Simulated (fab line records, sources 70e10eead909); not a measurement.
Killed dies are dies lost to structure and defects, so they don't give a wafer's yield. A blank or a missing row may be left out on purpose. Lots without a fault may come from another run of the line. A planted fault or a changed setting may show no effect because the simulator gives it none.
Which tool did it? | flow nand_harc | 11 lots, 33 wafers sampled, at 2 steps of a route of 1302

WHAT THE GAUGES READ, wafer by wafer
NHARC_P_STI_CD_MEAS_09: target cd 200 nm.
lot  | measured     | on        | cd_nm (nm)
L789 | day 3 09:05  | cd_sem-02 | 199.1 199.4 199.5
L791 | day 4 01:47  | cd_sem-01 | 197.2 197.6 198.7
L793 | day 4 22:32  | cd_sem-01 | 198.2 197.0 199.4
L794 | day 5 09:18  | cd_sem-01 | 199.4 198.0 198.8
L797 | day 6 13:06  | cd_sem-02 | 199.2 200.9 200.2
L798 | day 6 22:40  | cd_sem-03 | 198.3 199.0 201.9
L800 | day 7 21:07  | cd_sem-03 | 182.7 185.0 183.7
L802 | day 8 16:35  | cd_sem-02 | 183.3 183.0 181.4
L807 | day 10 18:45 | cd_sem-01 | 197.8 196.4 201.3
L809 | day 11 15:51 | cd_sem-03 | 202.0 201.3 200.5
L810 | day 12 00:26 | cd_sem-03 | 198.4 199.0 200.6

WHICH TOOL RAN EACH LOT (tool, then ch and the chambers of the sampled wafers, then the start)
lot  | NHARC_P_STI_SOFTBAKE_04
L789 | litho_track-05 ch 0, day 3 08:00
L791 | litho_track-03 ch 0, day 4 01:00
L793 | litho_track-03 ch 0, day 4 22:00
L794 | litho_track-05 ch 0, day 5 08:00
L797 | litho_track-05 ch 0, day 6 12:00
L798 | litho_track-03 ch 0, day 6 22:00
L800 | litho_track-03 ch 0, day 7 20:00
L802 | litho_track-03 ch 0, day 8 16:00
L807 | litho_track-05 ch 0, day 10 18:00
L809 | litho_track-05 ch 0, day 11 15:00
L810 | litho_track-05 ch 0, day 12 00:00
- NHARC_P_STI_SOFTBAKE_04: time 70 s.

THE ANSWER, worked out from the rows above alone
Rule: what is usual is taken from the lots themselves. Put in order of their means at a reading, lots are off if they are a third of the lots or fewer, leave a main group of 4 or more, and stand apart from it by a gap of 3 or more times the standard deviation of the main group's means; of several such gaps the widest counts. A main group whose means are all the same, to the digits that the tables above print for the reading, isn't used. A lot without any number at a reading at which 4 lots or more have one is off too. The other lots that the step has rows for count as sound.
Off: L800, L802, at NHARC_P_STI_CD_MEAS_09 (cd_nm). The main group: mean 199.2 nm, standard deviation 1.
A tool fits if, at a process step before that reading, it ran every lot that is off, and no sound lot after the first of them. The gauges at NHARC_P_STI_CD_MEAS_09 are tried like those tools. One fits: litho_track-03 at NHARC_P_STI_SOFTBAKE_04. Its last sound lot is L798 (day 6 22:00), its first lot that is off L800 (day 7 20:00): a fault that began between those two fits.

WHAT THE SIMULATOR HAD PUT IN
Process parameter drift: litho_track-03, from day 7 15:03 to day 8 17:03, at NHARC_P_STI_SOFTBAKE_04. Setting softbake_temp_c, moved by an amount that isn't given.
Lots struck among those shown: L800, L802. The rule above found the same.
